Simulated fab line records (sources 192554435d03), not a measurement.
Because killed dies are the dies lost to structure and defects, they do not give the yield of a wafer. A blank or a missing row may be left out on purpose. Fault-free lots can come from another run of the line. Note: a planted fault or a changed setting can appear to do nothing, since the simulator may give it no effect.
A lot that was struck, set against a sound lot | flow n5Finfet | 16 out of 1938 route steps
Sound: these wafers, L332.4, L332.5, L332.6. Struck: wafers L324.1, L324.5, L324.6. At the end, the cause is stated.
For every step that has rows: the tool of each side, followed by ch and its chambers, followed by its first start. Under that, the readings that differ: sound wafers | struck wafers | difference of the means | sigmas: that difference in standard deviations of wafers without a fault.
alike: words and numbers the same on both sides, and readings whose means are apart by under 2 such deviations; not compared: readings that were withheld, readings missing a value for some wafer, numbers with overlapping values and no deviation given by the record, and bounds like >300 which may hide the same value.
A row with sigmas, a row that says differs or no value, or rows on one side alone: a step with any of these is where the two part. Non-overlapping numbers with no deviation appear without sigmas and do not part them. A reading that every wafer of one side lacks parts them only if that side has two wafers or more.

first, 4 steps without rows for these wafers: N5_HKMG_FIN_STRIP_89 (strips SOC in N2/H2, time 20 s); N5_HKMG_FIN_WET_ETCH_87 (etches TiN in SC1, time 154.2 s, target depth 4.7 nm, rinse time 30 s); N5_HKMG_FIN_STRIP_88 (strips in N2/H2, time 360 s); N5_HKMG_FIN_NWFM_ALD_20 (deposits TiAlC, target thk 2 nm, pulse time 3 s, purge time 2 s).
N5_HKMG_FIN_ALD_71: deposits TiN, target thk 1 nm, pulse time 1 s, purge time 3 s.
  sound on aldMetal-04 ch 1,2, day 8 10:02; struck on aldMetal-04 ch 0,3, day 6 16:41
  alike: chamberPressureTorr, heaterPowerOuterW, heaterPowerW, precursorPulseHeightRel
then, 1 step without rows for these wafers: N5_HKMG_FIN_COAT_66 (time 60 s, resist thk 300 nm).
N5_HKMG_FIN_ETCH_67: etches SOC in N2/H2, stops on TiN, target depth 388.9 nm.
  sound on rieDiel-02 ch 0,3, day 8 10:23; struck on rieDiel-04 ch 0,3, day 6 17:05
  alike: drypumpMotorCurrentA, oesProductAu, rfVppV, showerheadPlenumPTorr, throttleValvePct
  not compared: rfHoursCounterH
then, 2 steps without rows for these wafers: N5_HKMG_FIN_STRIP_90 (strips SOC in N2/H2, time 20 s); N5_HKMG_FIN_WET_ETCH_73 (etches the open film in SC1, time 42.3 s, target depth 1.3 nm, rinse time 30 s).
N5_HKMG_FIN_ETCHBACK_68: etches the open film in Cl2/Ar, stops on HfO2, target depth 0.5 nm.
  sound on rieMetal-03 ch 0,1, day 8 10:38; struck on rieMetal-03 ch 0,1, day 6 17:18
  alike: drypumpMotorCurrentA, heBacksideLeakSccm, oesProductAu, throttleValvePct
  not compared: rfHoursCounterH
N5_HKMG_FIN_STRIP_69: strips in N2/H2, time 360 s.
  sound on plasmaAsher-01 ch 0,1, day 8 10:52; struck on plasmaAsher-02 ch 0,1, day 6 17:26
  alike: drypumpMotorCurrentA, heaterPowerW
  not compared: rfHoursCounterH
then, 1 step without rows for these wafers: N5_HKMG_FIN_ALD_21 (deposits TiN, target thk 1.5 nm, pulse time 1 s, purge time 3 s).
N5_HKMG_FIN_ALD_72: deposits W, target thk 2 nm, pulse time 1 s, purge time 2 s.
  sound on cvdW-01 ch 0,1, day 8 11:35; struck on cvdW-01 ch 0,1, day 6 18:11
  no value came back on the struck wafers for any of 5 readings (aldCycles, chamberPressureTorr (Torr) and others); on the sound wafers aldCycles reads 7 7 7
N5_HKMG_FIN_W_FILL_22: material W, target thk 60 nm, time 18.2 s.
  sound on cvdW-01 ch 0,1, day 8 11:38; struck on cvdW-01 ch 0,1, day 6 18:15
  alike: heaterPowerOuterW, heaterPowerW, throttleValvePct
N5_BEOL_M4_RC_MEAS_101:
  the record has rows for the sound wafers here (prober-01 ch 0, day 16 16:45) and none for the struck ones
-- here the record skips 12 days between the struck wafers' starts before and after, leaving off in module BEOL_M4 and picking up in module PASSIVATION (first step shown: number 1936 of the route) --
N5_PASSIVATION_PROBE_49:
  sound on prober-01, day 21 05:41; struck on prober-02, day 18 14:11
reading                 | sound          | struck         | difference | sigmas
defectLimitedYield (%)  | 93.1 90.7 93.5 | 0 0 0          | -92        | -77
killedAtFrontEnd        | 37 44 34       | 1119 1129 1127 | +1087      | +99 or more
killedDies              | 81 110 77      | 1180 1180 1180 | +1091      | +73
killedOnRim             | 7 15 9         | 152 152 152    | +142       | +39
sort_bin_5_function (%) | 4.3 6.1 3.6    | 97.3 96.5 96.7 | +92.2      | +99 or more
sortNPass               | 1099 1070 1103 | 0 0 0          | -1091      | -73
sortYieldPct (%)        | 93.1 90.7 93.5 | 0 0 0          | -92        | -77
  alike: killed_at_M0_to_M3, killed_at_M4_up, killedAtContacts, killedAtOther, killedOpen, killedShort, sort_bin_6_memory

## WHERE THEY PART
Last at N5_PASSIVATION_PROBE_49 as far as this record goes, first at N5_HKMG_FIN_ALD_72.

WHY: what the simulator had put in
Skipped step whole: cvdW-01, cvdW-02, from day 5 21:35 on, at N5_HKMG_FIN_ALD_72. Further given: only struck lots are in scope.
